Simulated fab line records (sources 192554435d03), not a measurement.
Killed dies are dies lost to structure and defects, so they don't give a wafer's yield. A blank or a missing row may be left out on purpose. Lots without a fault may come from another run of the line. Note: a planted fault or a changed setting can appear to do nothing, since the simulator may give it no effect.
Matching of chambers	flow n5-finfet	rie-diel-02 running N5_BEOL_M15_VIA_ETCH_16: 4 sister chambers
The step etches SiO2 in C4F8/O2/Ar, target depth 1792.2 nm. 18 wafers are shown with their chamber, then 9 later ones without.

== WAFERS PAIRED WITH THEIR CHAMBERS ==
wafer	chamber	showerhead-plenum-p-Torr (Torr)	rf-vpp-V (V)	throttle-valve-pct (%)
L075.3	0	3.38	2215	31.30
L075.5	1	3.64	2244	30.63
L075.6	0	3.38	2217	31.32
L079.2	1	3.64	2247	30.65
L079.4	1	3.63	2245	30.66
L079.6	3	3.41	2210	31.17
L080.1	0	3.38	2216	31.06
L080.2	1	3.63	2244	30.66
L080.5	2	3.42	2251	30.58
L081.1	0	3.38	2216	31.09
L081.2	1	3.63	2245	30.65
L081.5	1	3.63	2244	30.65
L084.1	1	3.63	2245	30.65
L084.4	2	3.42	2250	30.60
L084.5	0	3.38	2216	31.09
L087.3	0	3.38	2216	31.09
L087.5	2	3.42	2250	30.59
L087.6	1	3.63	2245	30.65

SIGNATURES (means of the wafers above)
reading	chamber 0	chamber 1	chamber 2	chamber 3	scatter within a chamber
showerhead-plenum-p-Torr	3.3800	3.6325	3.4200	3.4100	0.00327
rf-vpp-V	2216.00	2244.88	2250.33	2210.00	0.826
throttle-valve-pct	31.1583	30.6500	30.5900	31.1700	0.0711
Rule: for each reading, subtract the chamber's mean from the wafer's reading, divide by that reading's scatter and square the result; add these up over the readings and take the root, which gives the wafer's distance from the chamber. The wafer belongs to the nearest chamber; if the next one is less than 2 further off, it can't be placed. The scatter is the square root of a quotient: the sum, over the shown wafers, of each reading's squared deviation from its chamber's mean, divided by wafers minus chambers.

== WAFERS WITHOUT THEIR CHAMBER ==
wafer	showerhead-plenum-p-Torr (Torr)	rf-vpp-V (V)	throttle-valve-pct (%)
L089.1	3.40	2208	31.20
L089.4	3.38	2215	31.07
L089.6	3.41	2250	30.57
L095.3	3.40	2208	31.21
L095.5	3.40	2208	31.21
L095.6	3.41	2251	30.59
L094.1	3.40	2207	31.22
L094.5	3.41	2250	30.61
L094.6	3.40	2206	31.22

== WHICH CHAMBER EACH ONE RAN IN ==
wafer	from the rows above	in truth
L089.1	3	3
L089.4	0	0
L089.6	2	2
L095.3	3	3
L095.5	3	3
L095.6	2	2
L094.1	3	3
L094.5	2	2
L094.6	3	3
Correct placement for 9 of the 9. Can't be placed from these rows: 0. Placed wrongly: 0.
